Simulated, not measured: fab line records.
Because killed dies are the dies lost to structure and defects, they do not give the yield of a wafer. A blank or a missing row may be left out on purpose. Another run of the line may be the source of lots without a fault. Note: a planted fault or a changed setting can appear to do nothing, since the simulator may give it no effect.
Matching of chambers	flow nand harc	ald metal-01 running NHARC_A_WL_FILL_ALD_19: 4 sister chambers
The step deposits TiN, target thk 2 nm, pulse time 3 s, ald cycles 100. 36 wafers are shown with their chamber, then 12 later ones without.

== WAFERS, EACH WITH ITS CHAMBER ==
wafer	chamber	heater power w (W)	precursor pulse height rel
L075.2	2	975	1.006
L075.3	0	965	0.984
L075.4	3	989	1.005
L077.2	3	975	0.946
L077.3	2	975	0.998
L077.6	3	983	1.018
L077.1	0	962	1.015
L077.4	1	1010	0.995
L077.5	2	983	1.031
L078.3	3	1006	0.972
L078.5	3	1001	1.011
L078.6	2	959	0.996
L082.1	3	977	1.060
L082.3	1	1040	0.999
L082.4	2	950	0.996
L082.2	0	968	1.005
L082.5	0	960	0.967
L082.6	3	1000	1.001
L084.1	3	993	1.012
L084.2	0	954	0.994
L084.4	2	972	0.988
L087.2	3	980	1.051
L087.3	1	1030	1.004
L087.5	0	955	1.016
L087.1	0	938	1.034
L087.4	2	1014	1.031
L087.6	3	988	0.969
L086.2	1	1017	1.004
L086.4	2	966	0.979
L086.5	2	986	1.019
L086.1	0	956	1.005
L086.3	3	1013	1.021
L086.6	3	999	1.000
L092.3	2	989	1.015
L092.5	2	977	0.994
L092.6	1	1045	1.012

SIGNATURES, as means of the wafers listed above
reading	chamber 0	chamber 1	chamber 2	chamber 3	scatter within a chamber
heater power w	957.25	1028.40	976.91	992.00	13.6
precursor pulse height rel	1.00250	1.00280	1.00482	1.00550	0.0235
Rule: distance of a wafer from a chamber = root of the sum over the readings of ((wafer's reading minus chamber's mean) / reading's scatter) squared. The wafer belongs to the nearest chamber; if the next one is less than 2 further off, it can't be placed. The scatter is the square root of a quotient: the sum, over the shown wafers, of each reading's squared deviation from its chamber's mean, divided by wafers minus chambers.

== WAFERS WHOSE CHAMBER IS MISSING ==
wafer	heater power w (W)	precursor pulse height rel
L094.1	958	1.021
L094.3	1017	0.990
L094.5	1042	1.021
L097.1	963	1.025
L097.3	921	1.001
L097.6	1015	1.006
L097.2	1009	1.003
L097.4	1058	0.994
L097.5	912	0.982
L095.2	1053	1.007
L095.3	962	1.005
L095.5	1008	1.032

== THE CHAMBER EACH PASSED THROUGH ==
wafer	from the rows above	in truth
L094.1	can't be placed: 0 or 2 or 3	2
L094.3	can't be placed: 1 or 3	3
L094.5	1	1
L097.1	can't be placed: 0 or 2 or 3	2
L097.3	can't be placed: 0 or 2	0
L097.6	can't be placed: 1 or 3 or 2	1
L097.2	can't be placed: 3 or 1 or 2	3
L097.4	1	1
L097.5	can't be placed: 0 or 2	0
L095.2	1	1
L095.3	can't be placed: 0 or 2 or 3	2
L095.5	can't be placed: 3 or 1 or 2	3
Correctly placed: 3 of 12. Not placeable from these rows: 9 (in 9, the candidates include the true chamber). Number placed wrongly: 0.
